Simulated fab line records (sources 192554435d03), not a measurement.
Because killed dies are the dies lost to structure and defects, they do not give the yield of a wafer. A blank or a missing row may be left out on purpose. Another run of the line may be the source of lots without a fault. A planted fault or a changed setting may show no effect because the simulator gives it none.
Which tool did it? / flow n5 finfet / Sampling: 12 lots, 36 wafers, 6 of 1938 route steps

WHAT THE GAUGES SHOWED, per wafer
N5_DUMMY_GATE_CD_MEAS_15: target cd 25.8 nm.
lot=L075; measured=day 3 05:17; on=cd sem-02; cd nm (nm)=24.71 24.86 24.91
lot=L077; measured=day 3 18:50; on=cd sem-02; cd nm (nm)=24.80 24.85 25.26
lot=L079; measured=day 4 03:59; on=cd sem-01; cd nm (nm)=24.75 25.26 25.19
lot=L081; measured=day 4 17:51; on=cd sem-03; cd nm (nm)=24.63 25.14 25.23
lot=L083; measured=day 5 09:08; on=cd sem-03; cd nm (nm)=25.13 25.13 25.00
lot=L085; measured=day 6 00:33; on=cd sem-01; cd nm (nm)=24.99 24.70 25.57
lot=L087; measured=day 6 08:29; on=cd sem-02; cd nm (nm)=25.07 24.97 24.82
lot=L089; measured=day 6 16:16; on=cd sem-02; cd nm (nm)=24.51 24.37 24.74
lot=L091; measured=day 7 02:53; on=cd sem-03; cd nm (nm)=24.55 24.75 24.84
lot=L093; measured=day 7 16:44; on=cd sem-01; cd nm (nm)=24.65 24.69 24.96
lot=L095; measured=day 8 10:59; on=cd sem-02; cd nm (nm)=25.11 25.18 25.22
lot=L097; measured=day 8 14:54; on=cd sem-02; cd nm (nm)=24.94 24.57 25.28

WHAT TOOL EACH LOT RAN ON (gives the tool, then ch and the chambers of the sampled wafers, and finally the start)
lot=L075; N5_FIN_SAQP_FIN_ETCH_36=rie si-02 ch 0,1,2, day 2 09:38; N5_FIN_CUT_ETCH_20=rie diel-01 ch 1,2,3, day 2 10:22; N5_STI_FIN_REVEAL_ETCH_34=rie si-02 ch 1,3, day 2 19:22; N5_STI_FIN_REVEAL_OXIDATION_33=plasma asher-02 ch 0,1, day 2 19:47; N5_DUMMY_GATE_CMP_04=cmp-03 ch 0,3, day 3 00:47
lot=L077; N5_FIN_SAQP_FIN_ETCH_36=rie si-02 ch 0,1,3, day 2 22:04; N5_FIN_CUT_ETCH_20=rie diel-01 ch 0,1,2, day 2 22:55; N5_STI_FIN_REVEAL_ETCH_34=rie si-03 ch 0,1,3, day 3 09:31; N5_STI_FIN_REVEAL_OXIDATION_33=plasma asher-01 ch 0,1, day 3 09:56; N5_DUMMY_GATE_CMP_04=cmp-02 ch 0,2,3, day 3 14:12
lot=L079; N5_FIN_SAQP_FIN_ETCH_36=rie si-02 ch 0,1,3, day 3 09:01; N5_FIN_CUT_ETCH_20=rie diel-06 ch 0,3, day 3 09:53; N5_STI_FIN_REVEAL_ETCH_34=rie si-05 ch 0,1, day 3 18:45; N5_STI_FIN_REVEAL_OXIDATION_33=plasma asher-02 ch 0,1, day 3 19:10; N5_DUMMY_GATE_CMP_04=cmp-02 ch 1,3, day 3 23:26
lot=L081; N5_FIN_SAQP_FIN_ETCH_36=rie si-03 ch 0,1,3, day 3 20:44; N5_FIN_CUT_ETCH_20=rie diel-01 ch 0,2,3, day 3 22:43; N5_STI_FIN_REVEAL_ETCH_34=rie si-05 ch 1,3, day 4 08:40; N5_STI_FIN_REVEAL_OXIDATION_33=plasma asher-02 ch 0,1, day 4 09:04; N5_DUMMY_GATE_CMP_04=cmp-01 ch 0,2,3, day 4 13:22
lot=L083; N5_FIN_SAQP_FIN_ETCH_36=rie si-02 ch 0,2,3, day 4 09:08; N5_FIN_CUT_ETCH_20=rie diel-01 ch 0,2, day 4 09:59; N5_STI_FIN_REVEAL_ETCH_34=rie si-03 ch 0,1,2, day 4 19:54; N5_STI_FIN_REVEAL_OXIDATION_33=plasma asher-02 ch 0,1, day 4 20:22; N5_DUMMY_GATE_CMP_04=cmp-02 ch 0,1,2, day 5 04:40
lot=L085; N5_FIN_SAQP_FIN_ETCH_36=rie si-05 ch 0,1,3, day 5 05:21; N5_FIN_CUT_ETCH_20=rie diel-03 ch 0,1,2, day 5 06:12; N5_STI_FIN_REVEAL_ETCH_34=rie si-03 ch 2,3, day 5 15:21; N5_STI_FIN_REVEAL_OXIDATION_33=plasma asher-02 ch 0,1, day 5 15:47; N5_DUMMY_GATE_CMP_04=cmp-01 ch 1,2,3, day 5 20:07
lot=L087; N5_FIN_SAQP_FIN_ETCH_36=rie si-02 ch 0,1,3, day 5 10:19; N5_FIN_CUT_ETCH_20=rie diel-01 ch 0,1,2, day 5 11:03; N5_STI_FIN_REVEAL_ETCH_34=rie si-02 ch 1,2,3, day 5 20:07; N5_STI_FIN_REVEAL_OXIDATION_33=plasma asher-02 ch 0,1, day 5 20:32; N5_DUMMY_GATE_CMP_04=cmp-02 ch 0,2,3, day 6 01:09
lot=L089; N5_FIN_SAQP_FIN_ETCH_36=rie si-03 ch 0,2,3, day 5 19:49; N5_FIN_CUT_ETCH_20=rie diel-03 ch 0,2,3, day 5 20:40; N5_STI_FIN_REVEAL_ETCH_34=rie si-03 ch 0,1,3, day 6 06:28; N5_STI_FIN_REVEAL_OXIDATION_33=plasma asher-02 ch 0,1, day 6 06:53; N5_DUMMY_GATE_CMP_04=cmp-01 ch 0,2,3, day 6 11:44
lot=L091; N5_FIN_SAQP_FIN_ETCH_36=rie si-02 ch 0,3, day 6 07:59; N5_FIN_CUT_ETCH_20=rie diel-01 ch 0,1,3, day 6 08:43; N5_STI_FIN_REVEAL_ETCH_34=rie si-02 ch 1,2, day 6 17:40; N5_STI_FIN_REVEAL_OXIDATION_33=plasma asher-02 ch 0,1, day 6 18:05; N5_DUMMY_GATE_CMP_04=cmp-01 ch 0,2,3, day 6 22:22
lot=L093; N5_FIN_SAQP_FIN_ETCH_36=rie si-02 ch 2,3, day 6 20:41; N5_FIN_CUT_ETCH_20=rie diel-06 ch 2,3, day 6 21:53; N5_STI_FIN_REVEAL_ETCH_34=rie si-02 ch 2,3, day 7 07:13; N5_STI_FIN_REVEAL_OXIDATION_33=plasma asher-01 ch 0,1, day 7 07:52; N5_DUMMY_GATE_CMP_04=cmp-03 ch 0,2,3, day 7 12:09
lot=L095; N5_FIN_SAQP_FIN_ETCH_36=rie si-03 ch 0,3, day 7 09:17; N5_FIN_CUT_ETCH_20=rie diel-01 ch 1,2, day 7 10:43; N5_STI_FIN_REVEAL_ETCH_34=rie si-05 ch 0,1,3, day 7 19:52; N5_STI_FIN_REVEAL_OXIDATION_33=plasma asher-01 ch 0,1, day 7 20:18; N5_DUMMY_GATE_CMP_04=cmp-03 ch 0,3, day 8 06:19
lot=L097; N5_FIN_SAQP_FIN_ETCH_36=rie si-03 ch 1,3, day 7 19:27; N5_FIN_CUT_ETCH_20=rie diel-01 ch 0,1,3, day 7 20:11; N5_STI_FIN_REVEAL_ETCH_34=rie si-05 ch 0,1,2, day 8 05:22; N5_STI_FIN_REVEAL_OXIDATION_33=plasma asher-01 ch 1, day 8 05:47; N5_DUMMY_GATE_CMP_04=cmp-01 ch 0,1,2, day 8 10:02
- N5_FIN_SAQP_FIN_ETCH_36: etches the open film in HBr/Cl2/O2, target depth 120 nm, time 50.4 s.
- N5_FIN_CUT_ETCH_20: etches SiARC in CF4, target depth 26 nm, time 43.3 s.
- N5_STI_FIN_REVEAL_ETCH_34: etches Si in H2, material Si, target depth 0.97 nm.
- N5_STI_FIN_REVEAL_OXIDATION_33: chemistry O2 PLASMA REMOTE, time 20 s.
- N5_DUMMY_GATE_CMP_04: polishes a-Si.

THE ANSWER, worked out from the rows above alone
Rule: the usual values come from the lots themselves. The widest of any qualifying gaps counts: lots, ordered by their means at a reading, are off when they make up no more than a third of the lots, leave a main group of 4 or more, and stand apart from it by 3 or more times the standard deviation of that group's means. A main group whose means are all the same, to the digits that the tables above print for the reading, isn't used. Also off: a lot with no number at a reading for which 4 or more lots have one. All remaining lots with rows at the step are treated as sound.
Across all readings shown, no lot is off: no conclusion can be drawn from this.

WHAT HAD BEEN PUT IN BY THE SIMULATOR
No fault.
